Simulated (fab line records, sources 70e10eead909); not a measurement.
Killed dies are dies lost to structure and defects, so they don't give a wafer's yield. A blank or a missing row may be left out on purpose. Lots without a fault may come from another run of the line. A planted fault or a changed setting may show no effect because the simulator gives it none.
Chamber matching | flow nand_harc | NHARC_P_M0_PRE_CLEAN_31 on pecvd-04: 3 sister chambers
The step time 12 s. 20 wafers are shown with their chamber, then 10 later ones without.

WAFERS WITH THEIR CHAMBER
wafer  | chamber | heater_power_w (W)
L075.3 | 2       | 641
L075.4 | 0       | 657
L075.5 | 1       | 746
L077.2 | 2       | 661
L077.4 | 1       | 723
L077.5 | 0       | 665
L079.1 | 2       | 671
L079.2 | 0       | 748
L079.4 | 2       | 672
L082.1 | 2       | 629
L082.4 | 2       | 633
L082.5 | 1       | 727
L086.1 | 2       | 662
L086.3 | 1       | 733
L086.6 | 2       | 674
L087.3 | 0       | 713
L087.4 | 0       | 738
L087.6 | 1       | 721
L094.3 | 1       | 702
L094.4 | 2       | 628

SIGNATURES (means of the wafers above)
reading        | chamber 0 | chamber 1 | chamber 2 | scatter within a chamber
heater_power_w | 704.20    | 725.33    | 652.33    | 25.4
Rule: a wafer's distance from a chamber is the root of the sum, over the readings, of the square of ((its reading less the chamber's mean) divided by the reading's scatter). The wafer belongs to the nearest chamber; if the next one is less than 2 further off, it can't be placed. The scatter: the root of (the sum of the squares of (reading less its chamber's mean) over the shown wafers, divided by (wafers less chambers)).

WAFERS WITHOUT THEIR CHAMBER
wafer  | heater_power_w (W)
L094.6 | 675
L095.2 | 704
L095.4 | 690
L095.6 | 728
L096.3 | 706
L096.4 | 711
L096.6 | 671
L097.2 | 695
L097.3 | 719
L097.5 | 698

WHICH CHAMBER EACH WENT THROUGH
wafer  | from the rows above          | in truth
L094.6 | can't be placed: 2 or 0 or 1 | 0
L095.2 | can't be placed: 0 or 1      | 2
L095.4 | can't be placed: 0 or 1 or 2 | 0
L095.6 | can't be placed: 1 or 0      | 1
L096.3 | can't be placed: 0 or 1      | 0
L096.4 | can't be placed: 0 or 1      | 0
L096.6 | can't be placed: 2 or 0 or 1 | 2
L097.2 | can't be placed: 0 or 1 or 2 | 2
L097.3 | can't be placed: 1 or 0      | 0
L097.5 | can't be placed: 0 or 1 or 2 | 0
Placed correctly: 0 of 10. Can't be placed from these rows: 10 (the true chamber is among the candidates in 9). Placed wrongly: 0.
